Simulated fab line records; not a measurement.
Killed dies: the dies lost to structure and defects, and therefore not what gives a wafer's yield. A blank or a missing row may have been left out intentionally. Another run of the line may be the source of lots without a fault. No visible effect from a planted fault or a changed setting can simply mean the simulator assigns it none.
Struck lot and sound lot, side by side :: flow nand_harc :: 13 out of 1302 route steps
Sound: wafers L596.1, L596.2, L596.5. Struck: wafer L609.4 (left out: L609.1, L609.5 of the same lot, which were not struck); the cause appears at the end.
At each step with rows: each side's tool, then ch and its chambers, then its first start. Under that, the readings that differ: sound wafers :: struck wafers :: difference of the means :: sigmas: that difference in standard deviations of wafers without a fault.
alike: same words and numbers on both sides, and readings whose means sit less than 2 such deviations apart. not compared: any withheld reading, any reading some wafer has no value for, any bound like >300 that may hide the same value, and any number with overlapping values for which the record gives no deviation.
The two part at a step that has a row with sigmas, a row that says differs or no value, or rows on one side only. Numbers that don't overlap but have no deviation are shown without sigmas and don't part them. A reading missing from all wafers of one side parts the sides only when that side holds two or more wafers.

NHARC_A_STAIRCASE_STRIP_446: strips in O2.
  sound on plasma_asher-02 ch 0,1, day 19 18:03; struck on plasma_asher-01 ch 1, day 24 20:27
reading: drypump_motor_current_A (A)
sound: 6.2 6.3 6.3
struck: 4.7
difference: -1.6
sigmas: -2

reading: heater_power_w (W)
sound: 296 273 303
struck: 360
difference: +69
sigmas: +2
  not compared: rf_hours_counter_h
then, 3 steps without rows for these wafers: NHARC_A_STAIRCASE_STRIP_447 (strips in SPM, time 900 s); NHARC_A_STAIRCASE_PRECLEAN_448 (cleans in SC1); NHARC_A_STAIRCASE_SRD_449.
NHARC_A_STAIRCASE_CMP_450: polishes SiO2, target thk 200 nm.
  sound on cmp-01 ch 1,3, day 19 18:52; struck on cmp-02 ch 3, day 24 21:15
reading: motor_current_A (A)
sound: 14.0 15.3 15.7
struck: 11.7
difference: -3.3
sigmas: -2
  alike: retaining_ring_pressure_frac
  not compared: pad_life_wafers
NHARC_A_STAIRCASE_CMP_152: polishes.
  sound on cmp-01 ch 1,3, day 19 18:56; struck on cmp-02 ch 3, day 24 21:20
reading: motor_current_A (A)
sound: 14.8 15.7 15.2
struck: 11.8
difference: -3.4
sigmas: -2

reading: retaining_ring_pressure_frac
sound: 0.999 1.004 0.997
struck: 1.011
difference: +0.011
sigmas: +2
  not compared: pad_life_wafers
then, 2 steps without rows for these wafers: NHARC_A_STAIRCASE_SRD_154; NHARC_A_STAIRCASE_ETCH_403 (etches SiO2 in dHF, target depth 108.2 nm).
NHARC_A_STAIRCASE_ETCHBACK_422: etches the open film in CH3F/O2, target depth 40 nm, time 74.286 s.
  sound on rie_diel-01 ch 0,1, day 19 19:28; struck on rie_diel-10 ch 3, day 24 21:47
reading: oes_product_au (a.u.)
sound: 0.98 0.99 0.99
struck: 0.92
difference: -0.07
sigmas: -2
  alike: drypump_motor_current_A, o2_flow_sccm, rf_vpp_V, run_length_s, showerhead_plenum_p_Torr, throttle_valve_pct
  not compared: rf_hours_counter_h
then, 1 step without rows for these wafers: NHARC_A_STAIRCASE_ETCH_423 (etches SiO2 in dHF, target depth 30 nm).
NHARC_A_STAIRCASE_ETCHBACK_157: etches the open film in CH3F/O2, target depth 90 nm, time 167.14 s.
  sound on rie_diel-01 ch 0,2,3, day 19 19:50; struck on rie_diel-10 ch 2, day 24 22:08
reading: run_length_s (s)
sound: 189.5 188.7 187.7
struck: 138.9
difference: -49.7
sigmas: -90

reading: throttle_valve_pct (%)
sound: 20.663 20.670 20.665
struck: 20.648
difference: -0.018
sigmas: -2
  alike: drypump_motor_current_A, o2_flow_sccm, oes_product_au, rf_vpp_V, showerhead_plenum_p_Torr
  not compared: rf_hours_counter_h
NHARC_A_STAIRCASE_STRIP_475: strips in O2, time 20 s.
  sound on rie_diel-01 ch 0,1; struck on rie_diel-10 ch 2
reading: o2_flow_sccm (sccm)
sound: 498.3 500.2 498.1
struck: 503.0
difference: +4.1
sigmas: +2
  alike: drypump_motor_current_A, oes_product_au, rf_vpp_V, showerhead_plenum_p_Torr, throttle_valve_pct
  not compared: rf_hours_counter_h
-- the record jumps here: 5 days lie between the struck wafers' starts before and after (it left off in module A_STAIRCASE and takes up again in module END, whose first step shown is number 1302 of the route) --
NHARC_END_SORT_01:
  only the struck wafers appear in the record here, on prober-01 ch 0 at day 30 09:04; the sound ones have no rows

== WHERE THEY PART ==
Last at NHARC_END_SORT_01 as far as this record goes, first at NHARC_A_STAIRCASE_STRIP_446.

WHY: what had been put in by the simulator
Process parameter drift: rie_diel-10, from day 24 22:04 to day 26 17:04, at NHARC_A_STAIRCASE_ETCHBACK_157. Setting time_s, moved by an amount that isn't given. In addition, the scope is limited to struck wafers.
